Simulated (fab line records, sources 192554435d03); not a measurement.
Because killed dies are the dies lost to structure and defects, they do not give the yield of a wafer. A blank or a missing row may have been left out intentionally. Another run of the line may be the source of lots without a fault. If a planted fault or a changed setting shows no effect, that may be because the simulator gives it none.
A struck lot beside a sound one	flow n5-finfet	41 out of 1938 route steps
Sound: wafers L129.2, L129.5, L129.6. Struck: wafers L117.1, L117.2, L117.6. At the end, the cause is stated.
Order at every step that has rows: each side's tool, ch and its chambers, its first start. Under that, the readings that differ: sound wafers	struck wafers	difference of the means	sigmas: that difference in standard deviations of wafers without a fault.
alike: readings with means less than 2 such deviations apart, plus words and numbers identical on both sides. not compared: withheld readings, readings lacking a value on some wafer, bounds such as >300 that could conceal the same value, and numbers that have no deviation in the record and whose values overlap.
Wherever a step has rows on one side only, a row that says differs or no value, or a row with sigmas, the two part there. Numbers that don't overlap but have no deviation are shown without sigmas and don't part them. Lack of a reading on every wafer of one side parts them only where that side has two or more wafers.

first, 11 steps without rows for these wafers: N5_BEOL_M0_SAQP_SPACER1_ETCHBACK_99 (etches SiO2 in CHF3/O2, target depth 15.4 nm, time 7.7 s); N5_BEOL_M0_SAQP_MANDREL1_REMOVE_100 (chemistry HBr/Cl2/O2, target a-Si, stops on SiNx, bt time 10 s); N5_BEOL_M0_SAQP_ETCH_101 (etches SiNx in CH3F/O2, target depth 29.9 nm, time 42.7 s); N5_BEOL_M0_SAQP_ETCH_102 (etches SiO2 in CF4, target depth 4 nm, time 4.4 s); N5_BEOL_M0_SAQP_MANDREL_ETCH_103 (etches a-Si in HBr/Cl2, stops on SiCN, target depth 45 nm, bt time 10 s, time 27 s); N5_BEOL_M0_SAQP_RECESS_104 (chemistry HF/NH3, target SiO2, target depth 18 nm, afs cycles 3, sublimation time 60 s); N5_BEOL_M0_SAQP_COAT_105 (time 60 s, resist thk 100 nm); N5_BEOL_M0_SAQP_ETCH_106 (etches SOC in N2/H2, stops on SiNx, target depth 150 nm); N5_BEOL_M0_SAQP_ETCH_107 (etches SiNx in CH3F/O2, target depth 30 nm); N5_BEOL_M0_SAQP_STRIP_108 (strips in N2/H2); N5_BEOL_M0_SAQP_RECESS_109 (chemistry HF/NH3, target SiO2, target depth 3 nm, afs cycles 1, sublimation time 60 s).
N5_BEOL_M0_SAQP_SPACER2_ALD_26: deposits SiO2, target thk 15 nm, pulse time 1 s, purge time 2 s.
  sound on ald-sin-03 ch 0,1, day 9 18:49; struck on ald-sin-02 ch 0,2,3, day 6 15:53
  alike: heater-power-w, precursor-pulse-height-rel
then, 11 steps without rows for these wafers: N5_BEOL_M0_SAQP_SPACER2_ETCHBACK_27 (etches SiO2 in CHF3/O2, target depth 22.5 nm, time 11.25 s); N5_BEOL_M0_SAQP_MANDREL2_REMOVE_110 (chemistry HBr/Cl2/O2, target a-Si, stops on SiCN, bt time 10 s); N5_BEOL_M0_SAQP_COAT_69 (time 60 s, resist thk 90 nm); N5_BEOL_M0_SAQP_COAT_72 (time 60 s, resist thk 15 nm); N5_BEOL_M0_SAQP_COAT_87 (time 60 s, resist thk 5 nm); N5_BEOL_M0_SAQP_COAT_34 (resist thk 30 nm); N5_BEOL_M0_SAQP_EBR_36; N5_BEOL_M0_SAQP_SOFTBAKE_35 (time 60 s); N5_BEOL_M0_SAQP_EXPOSE_37 (exposes mask M0 CUT1, target cd 30 nm); N5_BEOL_M0_SAQP_PEB_38 (peb time 60 s); N5_BEOL_M0_SAQP_DEVELOP_39 (develop time 30 s).
N5_BEOL_M0_SAQP_INSPECT_42: inspects for defects (brightfield).
  sound on defect-inspect-01, day 9 19:57; struck on defect-inspect-02, day 6 17:10
reading	sound	struck	difference	sigmas
raw-defect-count	238 298 253	938 982 1034	+722	+9
then, 14 steps without rows for these wafers: N5_BEOL_M0_SAQP_DESCUM_45 (chemistry O2, time 7 s); N5_BEOL_M0_SAQP_ETCH_88 (etches underlayer in N2/H2, target depth 6.5 nm, time 5.2 s); N5_BEOL_M0_SAQP_ETCH_73 (etches SiARC in CF4, target depth 19.5 nm, time 32.5 s); N5_BEOL_M0_SAQP_CUT_ETCH_46 (etches SOC in N2/H2, target depth 135 nm, overetch 27 nm, time 202.5 s); N5_BEOL_M0_SAQP_STRIP_74 (strips in N2/H2); N5_BEOL_M0_SAQP_STRIP_89 (strips in N2/H2); N5_BEOL_M0_SAQP_ALD_48 (deposits SiO2, target thk 20 nm, pulse time 1 s, co reactant pulse time 1 s); N5_BEOL_M0_SAQP_ETCH_49 (etches SiO2 in CF4/O2, target depth 37 nm); N5_BEOL_M0_SAQP_STRIP_75 (strips in CF4); N5_BEOL_M0_CUTY_COAT_50 (time 60 s, resist thk 15 nm); N5_BEOL_M0_CUTY_COAT_51 (resist thk 150 nm); N5_BEOL_M0_CUTY_EBR_52; N5_BEOL_M0_CUTY_SOFTBAKE_53 (time 60 s); N5_BEOL_M0_CUTY_EXPOSE_54 (exposes mask M0 ABLK).
N5_BEOL_M0_CUTY_INSPECT_59: inspects for defects (macro).
  sound on defect-inspect-01, day 9 21:28; struck on defect-inspect-02, day 6 18:26
reading	sound	struck	difference	sigmas
raw-defect-count	1 4 3	>300 >300 >300	differs	
-- a jump in the record: the struck wafers' starts before and after are 3 days apart (it breaks off in module BEOL_M0_CUTY and resumes in module BEOL_M4, where the first step shown is number 1111 of the route) --
N5_BEOL_M4_RC_MEAS_101:
  sound on prober-02 ch 0, day 12 05:47; struck on prober-02 ch 0, day 9 06:52
reading	sound	struck	difference	sigmas
IOFF_P (nA/um)	0.161 0.166 0.190	0.286 0.189 0.215	+0.058	+2
ION_P (uA/um)	452 452 455	470 468 463	+14	+2
VT_P (mV)	-254.8 -254.3 -252.3	-245.3 -250.8 -248.8	+5.5	+2
  alike: DIBL_N, DIBL_P, IOFF_N, ION_N, SS_N, SS_P, VT_N
-- here the record skips 5 days between the struck wafers' starts before and after, leaving off in module BEOL_M4 and picking up in module PASSIVATION (first step shown: number 1936 of the route) --
N5_PASSIVATION_PROBE_49:
  record: rows for the struck wafers here (prober-01, day 13 21:06), none for the sound ones

== WHERE THEY PART ==
First at N5_BEOL_M0_SAQP_INSPECT_42; last, within this record, at N5_PASSIVATION_PROBE_49.

WHY: the cause the simulator had injected
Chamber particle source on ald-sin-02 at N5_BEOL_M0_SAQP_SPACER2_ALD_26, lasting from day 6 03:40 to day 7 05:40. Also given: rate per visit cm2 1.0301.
